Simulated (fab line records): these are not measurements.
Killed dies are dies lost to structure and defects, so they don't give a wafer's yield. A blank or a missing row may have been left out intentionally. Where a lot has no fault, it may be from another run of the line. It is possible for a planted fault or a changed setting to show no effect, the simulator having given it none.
fab line records -- flow n5Finfet
[record] lots = 11, wafers = 33, lastDay = 19
route steps=1938 shown BEOL_M4@1099 BEOL_M5@1114 PASSIVATION@1936
lots that met no fault: taken from a fault-free run of the same line
startH: hours from the record's opening day to when the first of the lot's shown wafers began -- waitH: time in hours since the lot's previous step -- " unchanged from the row above -- L1.1+2: several wafers, shown together as one row -- - no value, or no start was given -- * or withheld: withheld -- < > ~ a bound
route shown NAME@n: names a module that has steps shown in the file, with the first one's number in the route -- usual: the fault-free wafers' mean and standard deviation -- same: alike in all rows -- chamber/n: place in a boat -- sites: each site's reading -- _std_site: the standard deviation of these -- _edge_site: inner sites' mean taken away from outer sites' mean -- radiusMm: how far each site lies from the wafer's centre -- mask NAME#n: copy n -- behind: the last tool/chamber to shape the wafer -- hold: why the lot went on hold/how many hours it stayed there/how the hold came to an end -- device: transistor that didn't switch, given as n, p or np -- end of line: the route-end tests of the same wafers -- step lacking rows: just its recipe -- killed: not the wafer's yield, but the dies lost to structure and defects at the first sort -- map: a wafer's dies, x killed, . not, _ none there
set.NAME: the setting that was run; set.NAME@STEP: the one run at that earlier step -- model.NAME: the simulator's own value behind a step, which no gauge read
one table for each step of the route and one row for each wafer, over a sample of lots
services: from which hour (startH, from the record's first day; less than 0 if before it) a tool's chamber was out of use, for how many hours, and why
[[steps]]
[step N5_BEOL_M4_ANNEAL_95]
[recipe] tempC = 400, timeS = 240, ambient = vacuum
[usual] heaterPowerW = 803/64
[same] timeS = 240
lot.wafer,tool,chamber,startH,waitH,heaterPowerW
L947.2,pvdSputter-03,-,170.15,0.0,842
L947.4,pvdSputter-03,-,170.15,0.0,815
L947.5,pvdSputter-03,-,170.15,0.0,888
L951.1,pvdSputter-02,-,190.63,0.0,846
L951.4,pvdSputter-02,-,190.63,0.0,776
L951.6,pvdSputter-02,-,190.63,0.0,827
L953.3,pvdSputter-02,-,197.56,0.0,838
L953.4,pvdSputter-02,-,197.56,0.0,770
L953.6,pvdSputter-02,-,197.56,0.0,838
L955.2,pvdSputter-02,-,219.42,0.0,759
L955.5,pvdSputter-02,-,219.42,0.0,760
L955.6,pvdSputter-02,-,219.42,0.0,864
L957.2,pvdSputter-02,-,231.61,0.0,837
L957.4,pvdSputter-02,-,231.61,0.0,763
L957.6,pvdSputter-02,-,231.61,0.0,770
L958.1,pvdSputter-02,-,236.09,0.0,826
L958.2,pvdSputter-02,-,236.09,0.0,749
L958.3,pvdSputter-02,-,236.09,0.0,768
L966.4,pvdSputter-03,-,303.37,0.0,812
L966.5,pvdSputter-03,-,303.37,0.0,885
L966.6,pvdSputter-03,-,303.37,0.0,859
L948.2,pvdSputter-01,-,306.33,0.0,751
L948.3,pvdSputter-01,-,306.33,0.0,829
L948.5,pvdSputter-01,-,306.33,0.0,736
L967.1,pvdSputter-03,-,307.81,0.0,668
L967.3,pvdSputter-03,-,307.81,0.0,892
L967.6,pvdSputter-03,-,307.81,0.0,804
L969.1,pvdSputter-03,-,327.50,0.0,651
L969.3,pvdSputter-03,-,327.50,0.0,844
L969.6,pvdSputter-03,-,327.50,0.0,897
L968.1,pvdSputter-02,-,340.41,0.0,851
L968.3,pvdSputter-02,-,340.41,0.0,818
L968.4,pvdSputter-02,-,340.41,0.0,766
[step N5_BEOL_M5_THK_MEAS_01]
[recipe] reads = SiCOH_lowk_of_BEOL_M5_ILD_DEP_00
[usual] M5_ILD_THK = 120.9/1.7
lot.wafer,tool,chamber,startH,waitH,M5_ILD_THK[nm]
L947.2,filmMetro-02,-,174.20,0.7,121.0
L947.4,filmMetro-02,-,174.20,0.7,122.8
L947.5,filmMetro-02,-,174.20,0.7,122.0
L951.1,filmMetro-01,-,193.41,0.4,118.4
L951.4,filmMetro-01,-,193.41,0.4,119.9
L951.6,filmMetro-01,-,193.41,0.4,122.8
L953.3,filmMetro-01,-,201.28,0.5,121.0
L953.4,filmMetro-01,-,201.28,0.5,122.1
L953.6,filmMetro-01,-,201.28,0.5,123.9
L955.2,filmMetro-01,-,222.26,0.4,119.7
L955.5,filmMetro-01,-,222.26,0.4,120.9
L955.6,filmMetro-01,-,222.26,0.4,124.3
L957.2,filmMetro-02,-,234.88,0.4,119.5
L957.4,filmMetro-02,-,234.88,0.4,124.0
L957.6,filmMetro-02,-,234.88,0.4,121.3
L958.1,filmMetro-02,-,238.98,0.4,118.5
L958.2,filmMetro-02,-,238.98,0.4,118.6
L958.3,filmMetro-02,-,238.98,0.4,121.4
L966.4,filmMetro-02,-,306.21,0.2,121.0
L966.5,filmMetro-02,-,306.21,0.2,122.1
L966.6,filmMetro-02,-,306.21,0.2,121.6
L948.2,filmMetro-02,-,309.10,0.4,121.2
L948.3,filmMetro-02,-,309.10,0.4,119.4
L948.5,filmMetro-02,-,309.10,0.4,121.4
L967.1,filmMetro-01,-,310.80,0.4,121.7
L967.3,filmMetro-01,-,310.80,0.4,120.0
L967.6,filmMetro-01,-,310.80,0.4,124.4
L969.1,filmMetro-01,-,330.44,0.4,118.7
L969.3,filmMetro-01,-,330.44,0.4,118.2
L969.6,filmMetro-01,-,330.44,0.4,121.5
L968.1,filmMetro-01,-,343.72,0.8,120.7
L968.3,filmMetro-01,-,343.72,0.8,120.9
L968.4,filmMetro-01,-,343.72,0.8,122.4
[step N5_BEOL_M5_ETCH_62]
[recipe] chemistry = N2/H2, target = SOC, targetDepthA = 750, overetchA = 150, maskMaterial = SiARC, tempC = 40, timeS = 112.5, ionEnergyEv = 200, pressureMtorr = 30, sourceW = 840, biasW = 150, n2FlowSccm = 200, h2FlowSccm = 200
[usual] drypumpMotorCurrentA = 5.5/0.38, oesProductAu = 0.62/0.058, rfFwdPowerW = 837.6/2.5, rfVppV = 524.7/2.6, showerheadPlenumPTorr = 2.57/0.089, throttleValvePct = 17.93/0.21
[same] timeS = 112.5
lot.wafer,tool,chamber,startH,waitH,drypumpMotorCurrentA,oesProductAu,rfFwdPowerW,rfHoursCounterH,rfVppV,showerheadPlenumPTorr,throttleValvePct
L947.2,rieDiel-04,3,176.62,0.0,5.4,0.54,835.0,226,520.8,2.53,18.22
L947.4,rieDiel-04,1,176.62,0.0,5.0,0.61,839.2,144,527.2,2.64,17.83
L947.5,rieDiel-04,1,176.62,0.0,5.0,0.60,841.5,-,525.8,2.64,17.84
L951.1,rieDiel-02,1,194.49,0.0,6.0,0.68,836.7,51,526.6,2.58,18.11
L951.4,rieDiel-02,0,194.49,0.0,5.6,0.62,838.0,112,524.1,2.57,18.02
L951.6,rieDiel-02,3,194.49,0.0,5.7,0.71,839.5,-,528.1,2.72,17.66
L953.3,rieDiel-04,1,203.59,0.0,5.0,0.59,840.3,153,526.4,2.64,17.85
L953.4,rieDiel-04,3,203.59,0.0,5.4,0.54,837.7,234,521.4,2.52,18.23
L953.6,rieDiel-04,3,203.59,0.0,5.4,0.53,838.2,-,523.1,2.52,18.23
L955.2,rieDiel-04,3,224.48,0.0,5.4,0.53,839.1,242,522.1,2.52,18.26
L955.5,rieDiel-04,3,224.48,0.0,5.4,0.54,842.5,-,522.7,2.52,18.26
L955.6,rieDiel-04,0,224.48,0.0,5.5,0.57,634.2,-,577.0,2.63,17.70
L957.2,rieDiel-04,1,237.17,0.0,5.0,0.59,838.1,157,527.3,2.63,17.84
L957.4,rieDiel-04,3,237.17,0.0,5.3,0.53,839.7,248,521.3,2.52,18.27
L957.6,rieDiel-04,0,237.17,0.0,5.5,0.57,633.2,-,576.4,2.63,17.71
L958.1,rieDiel-02,3,241.19,0.0,5.8,0.71,840.1,30,528.3,2.71,17.68
L958.2,rieDiel-02,2,241.19,0.0,5.7,0.58,838.5,171,527.1,2.65,17.88
L958.3,rieDiel-02,0,241.19,0.0,5.6,0.61,840.3,123,523.3,2.57,18.04
L966.4,rieDiel-02,0,308.51,0.0,5.5,0.60,838.8,142,525.7,2.56,18.07
L966.5,rieDiel-02,3,308.51,0.0,5.7,0.68,834.6,-,529.0,2.71,17.70
L966.6,rieDiel-02,0,308.51,0.0,5.6,0.60,839.7,-,524.5,2.56,18.09
L948.2,rieDiel-05,2,311.16,0.0,5.7,0.57,835.2,195,520.9,2.41,18.08
L948.3,rieDiel-05,3,311.16,0.0,5.3,0.57,837.6,211,519.7,2.40,17.79
L948.5,rieDiel-05,1,311.16,0.0,6.2,0.62,838.5,-,524.8,2.57,18.21
L967.1,rieDiel-04,3,311.56,0.0,5.4,0.73,836.7,13,522.5,2.51,17.88
L967.3,rieDiel-04,1,311.56,0.0,5.0,0.59,837.3,178,525.1,2.63,17.91
L967.6,rieDiel-04,1,311.56,0.0,5.0,0.58,838.3,-,526.4,2.63,17.89
L969.1,rieDiel-02,0,332.31,0.0,5.6,0.59,840.7,148,524.7,2.56,18.08
L969.3,rieDiel-02,2,332.31,0.0,5.7,0.57,841.7,200,526.5,2.63,17.94
L969.6,rieDiel-02,2,332.31,0.0,5.7,0.57,840.3,-,526.6,2.63,17.93
L968.1,rieDiel-05,0,346.24,0.0,5.0,0.69,836.5,40,524.8,2.61,18.32
L968.3,rieDiel-05,3,346.24,0.0,5.4,0.57,838.3,221,520.3,2.40,17.81
L968.4,rieDiel-05,2,346.24,0.0,5.7,0.56,837.7,206,519.7,2.41,18.10
[step N5_BEOL_M5_STRIP_19]
[recipe] chemistry = O2, powerW = 400, tempC = 40, pressureMtorr = 30, rfFrequencyHz = 6e+07, biasPowerW = 0, overashFraction = 0.2, o2FlowSccm = 225
[usual] drypumpMotorCurrentA = 5.5/0.37, oesProductAu = 0.79/0.078, rfVppV = 3.6/0.47, showerheadPlenumPTorr = 2.13/0.07, throttleValvePct = 16.75/0.15
lot.wafer,tool,chamber,startH,waitH,drypumpMotorCurrentA,oesProductAu,rfHoursCounterH,rfVppV,showerheadPlenumPTorr,throttleValvePct
L947.2,rieDiel-05,0,176.90,0.1,5.0,0.67,248,3.8,2.16,17.27
L947.4,rieDiel-05,1,176.90,0.1,6.2,0.82,80,3.8,2.11,16.66
L947.5,rieDiel-05,3,176.90,0.1,5.4,0.75,-,4.1,2.00,16.64
L951.1,rieDiel-02,3,194.77,0.1,5.7,0.91,19,3.1,2.22,16.44
L951.4,rieDiel-02,1,194.77,0.1,6.1,0.89,51,3.4,2.11,16.84
L951.6,rieDiel-02,2,194.77,0.1,5.7,0.74,-,3.8,2.19,16.72
L953.3,rieDiel-05,3,203.90,0.1,5.3,0.73,183,4.0,2.00,16.66
L953.4,rieDiel-05,3,203.90,0.1,5.3,0.74,-,3.2,2.00,16.67
L953.6,rieDiel-05,1,203.90,0.1,6.2,0.80,-,4.0,2.10,16.68
L955.2,rieDiel-02,3,224.80,0.1,5.7,0.90,25,3.4,2.22,16.45
L955.5,rieDiel-02,3,224.80,0.1,5.7,0.90,-,2.7,2.22,16.47
L955.6,rieDiel-02,2,224.80,0.1,5.7,0.74,-,3.0,2.18,16.74
L957.2,rieDiel-04,0,237.46,0.1,5.4,0.71,211,3.1,2.19,16.69
L957.4,rieDiel-04,1,237.46,0.1,5.0,0.74,157,3.6,2.19,16.78
L957.6,rieDiel-04,3,237.46,0.1,5.3,0.66,-,3.7,2.05,17.00
L958.1,rieDiel-04,0,241.47,0.1,5.4,0.71,212,3.7,2.19,16.71
L958.2,rieDiel-04,3,241.47,0.1,5.4,0.65,249,4.5,2.05,16.99
L958.3,rieDiel-04,2,241.47,0.1,5.0,0.88,28,3.3,2.13,16.68
L966.4,rieDiel-04,2,308.88,0.1,5.0,0.85,47,3.8,2.13,16.74
L966.5,rieDiel-04,2,308.88,0.1,5.0,0.85,-,4.0,2.13,16.73
L966.6,rieDiel-04,1,308.88,0.1,5.0,0.73,-,4.6,2.18,16.84
L948.2,rieDiel-04,2,311.44,0.1,5.0,0.85,48,3.8,2.13,16.76
L948.3,rieDiel-04,3,311.44,0.1,5.3,0.92,13,4.0,2.04,16.57
L948.5,rieDiel-04,3,311.44,0.1,5.4,0.92,-,4.3,2.04,16.59
L967.1,rieDiel-02,1,311.87,0.1,6.0,0.84,81,3.8,2.10,16.88
L967.3,rieDiel-02,2,311.87,0.1,5.7,0.72,192,3.5,2.17,16.78
L967.6,rieDiel-02,0,311.87,0.1,5.5,0.75,-,3.8,2.11,16.83
L969.1,rieDiel-05,2,332.60,0.1,5.7,0.70,201,3.5,2.00,17.02
L969.3,rieDiel-05,0,332.60,0.1,4.9,0.89,35,3.5,2.14,16.90
L969.6,rieDiel-05,3,332.60,0.1,5.4,0.70,-,3.5,1.99,16.73
L968.1,rieDiel-04,0,346.52,0.1,5.5,0.69,243,3.5,2.18,16.75
L968.3,rieDiel-04,2,346.52,0.1,4.9,0.83,60,4.1,2.12,16.78
L968.4,rieDiel-04,2,346.52,0.1,4.9,0.83,-,4.3,2.12,16.75
[step N5_PASSIVATION_PROBE_49]
[usual] defectLimitedYield = 91.0/1.3, killed_at_M0_to_M3 = 33/10, killed_at_M4_up = 14/5.6, killedAtContacts = 12/5.8, killedAtFrontEnd = 43/11, killedAtOther = 4.1/2.8, killedDies = 106/15, killedOnRim = 14/3.9, killedOpen = 70/12, killedShort = 34/7.5, sort_bin_5_function = 5.3/0.88, sort_bin_6_memory = 3.3/0.64, sortNPass = 1074/15, sortYieldPct = 91.0/1.3
[same] grossDies = 1180, killedAtBackSide = 0, sort_bin_4_leakage[%] = 0, sort_bin_8_speed[%] = 0
lot.wafer,tool,chamber,startH,waitH,defectLimitedYield[%],killed_at_M0_to_M3,killed_at_M4_up,killedAtContacts,killedAtFrontEnd,killedAtOther,killedDies,killedOnRim,killedOpen,killedShort,sort_bin_5_function[%],sort_bin_6_memory[%],sortNPass,sortYieldPct[%]
L951.1,prober-01,-,298.95,0.0,91.3,30,9,9,49,6,103,20,73,30,4.8,3.6,1077,91.3
L951.4,prober-01,-,299.10,0.2,90.2,28,15,15,51,7,116,9,77,39,5.6,3.9,1064,90.2
L951.6,prober-01,-,299.20,0.3,90.5,30,17,14,46,5,112,16,81,29,5.3,3.9,1068,90.5
L953.3,prober-01,-,317.59,0.1,89.7,30,13,13,64,1,121,21,89,25,5.9,3.7,1059,89.7
L953.4,prober-01,-,317.64,0.2,91.9,17,10,14,52,3,96,16,64,31,4.9,3.0,1084,91.9
L953.6,prober-01,-,317.74,0.3,90.8,27,12,24,40,5,108,11,77,28,6.0,2.9,1072,90.8
L955.2,prober-02,-,338.41,0.1,90.7,26,12,6,54,12,110,17,76,32,5.7,3.2,1070,90.7
L955.5,prober-02,-,338.56,0.2,91.9,30,7,9,47,2,95,14,56,38,4.7,2.8,1085,91.9
L955.6,prober-02,-,338.61,0.3,91.3,37,6,9,50,1,103,13,64,37,5.0,3.6,1077,91.3
// killed by level:class
L951.1 STI_FIN_REVEAL:geometricParticle:open=10 FIN_SAQP:geometricParticle:open=9 GATE_CUT:geometricParticle:open=8 BEOL_M0_SAQP:geometricParticle:open=7 MOL_CONTACT_COAG:geometricParticle:open=6 BEOL_M3:geometricParticle:open=5 STARTING-WAFER:geometricParticle:open=5 FIN_SAQP:geometricParticle:short=4
L951.4 MOL_CONTACT_COAG:geometricParticle:open=15 FIN_SAQP:geometricParticle:short=12 STI_FIN_REVEAL:geometricParticle:open=10 BEOL_M0_SAQP:geometricParticle:short=9 BEOL_M3:geometricParticle:open=8 GATE_CUT:geometricParticle:open=7 BEOL_M4:geometricParticle:open=7 FIN_SAQP:geometricParticle:open=6
L951.6 FIN_SAQP:geometricParticle:open=17 STI_FIN_REVEAL:geometricParticle:open=10 BEOL_M3:geometricParticle:open=10 MOL_CONTACT_COAG:geometricParticle:open=9 FIN_SAQP:geometricParticle:short=7 BEOL_M4:geometricParticle:open=6 MOL_CONTACT_COAG:geometricParticle:short=5 BEOL_M2:geometricParticle:open=5
L953.3 STI_FIN_REVEAL:geometricParticle:open=18 FIN_SAQP:geometricParticle:open=13 MOL_CONTACT_COAG:geometricParticle:open=10 BEOL_M2:geometricParticle:open=10 DUMMY_GATE:geometricParticle:open=7 BEOL_M0_SAQP:geometricParticle:short=7 STARTING-WAFER:geometricParticle:open=7 FIN_SAQP:geometricParticle:short=5
L953.4 STI_FIN_REVEAL:geometricParticle:open=15 FIN_SAQP:geometricParticle:open=12 MOL_CONTACT_COAG:geometricParticle:open=12 DUMMY_GATE:geometricParticle:open=8 BEOL_M0_SAQP:geometricParticle:short=8 FIN_SAQP:geometricParticle:short=6 BEOL_M0_SAQP:geometricParticle:open=3 BEOL_M4:geometricParticle:open=3
L953.6 MOL_CONTACT_COAG:geometricParticle:open=21 FIN_SAQP:geometricParticle:open=14 FIN_SAQP:geometricParticle:short=13 BEOL_M1:geometricParticle:open=13 BEOL_M4:geometricParticle:open=6 BEOL_M2:geometricParticle:open=5 DUMMY_GATE:geometricParticle:open=3 MOL_CONTACT_COAG:geometricParticle:short=3
L955.2 STI_FIN_REVEAL:geometricParticle:open=11 FIN_SAQP:geometricParticle:open=9 BEOL_M3:geometricParticle:open=9 BEOL_M2:geometricParticle:open=6 MOL_CONTACT_COAG:geometricParticle:open=6 DUMMY_GATE:geometricParticle:open=5 BEOL_M0_SAQP:geometricParticle:short=5 BEOL_M0_SAQP:geometricParticle:open=4
L955.5 STI_FIN_REVEAL:geometricParticle:open=9 GATE_CUT:geometricParticle:short=7 BEOL_M1:geometricParticle:open=7 DUMMY_GATE:geometricParticle:open=6 FIN_SAQP:geometricParticle:short=5 FIN_SAQP:geometricParticle:open=5 MOL_CONTACT_COAG:geometricParticle:short=5 BEOL_M0_SAQP:geometricParticle:open=5
L955.6 BEOL_M1:geometricParticle:open=12 MOL_CONTACT_COAG:geometricParticle:open=7 STI_FIN_REVEAL:geometricParticle:open=6 BEOL_M0_SAQP:geometricParticle:open=6 FIN_SAQP:geometricParticle:open=5 GATE_CUT:geometricParticle:short=5 BEOL_M3:geometricParticle:open=5 BEOL_M0_SAQP:geometricParticle:short=4
[[services]]
tool,chamber,startH,hours,kind
pvdSputter-03,-,159.89,2.5,repair
rieDiel-02,-,180.09,1.3,repair
rieDiel-05,0,181.45,-,clean
rieDiel-05,0,181.45,-,consumableReplace:focusRing
rieDiel-05,0,181.45,24.0,scheduledDown
rieDiel-05,0,181.45,24.0,ventCycle
rieDiel-05,1,213.02,4.7,repair
rieDiel-04,1,214.95,6.7,repair
rieDiel-04,1,222.61,13.5,repair
rieDiel-05,1,230.47,5.5,repair
rieDiel-02,1,230.65,2.4,repair
rieDiel-04,3,248.14,-,clean
rieDiel-04,3,248.14,-,consumableReplace:focusRing
rieDiel-04,3,248.14,17.8,scheduledDown
rieDiel-04,3,248.14,17.8,ventCycle
rieDiel-05,3,263.47,13.5,repair
rieDiel-02,3,294.20,9.6,repair
pvdSputter-02,-,302.85,7.1,repair
pvdSputter-01,-,320.59,12.8,repair
rieDiel-04,3,330.35,22.4,repair
[[key]]
[firstSign] step = N5_BEOL_M5_ETCH_62, reading = rfFwdPowerW, direction = down, sigmas = 80, usual = *, struck = *
[effect] step = N5_BEOL_M5_ETCH_62, reading = rfVppV, direction = up, sigmas = 20, usual = 524.7, struck = 576.7
metAt N5_BEOL_M5_ETCH_62
struckLots L955,L957
struckWafers L955.6,L957.6
notActingAt N5_BEOL_M4_ANNEAL_95,N5_BEOL_M5_THK_MEAS_01,N5_BEOL_M5_STRIP_19
[fault] kind = processParameterDrift, tool = rieDiel-04, chamber = 0, onsetH = 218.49, steps = N5_BEOL_M5_ETCH_62, channel = sourceW, offset = -201.6, shape = step, endH = 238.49, actsIn = theseRecipesOnly, stated = 840
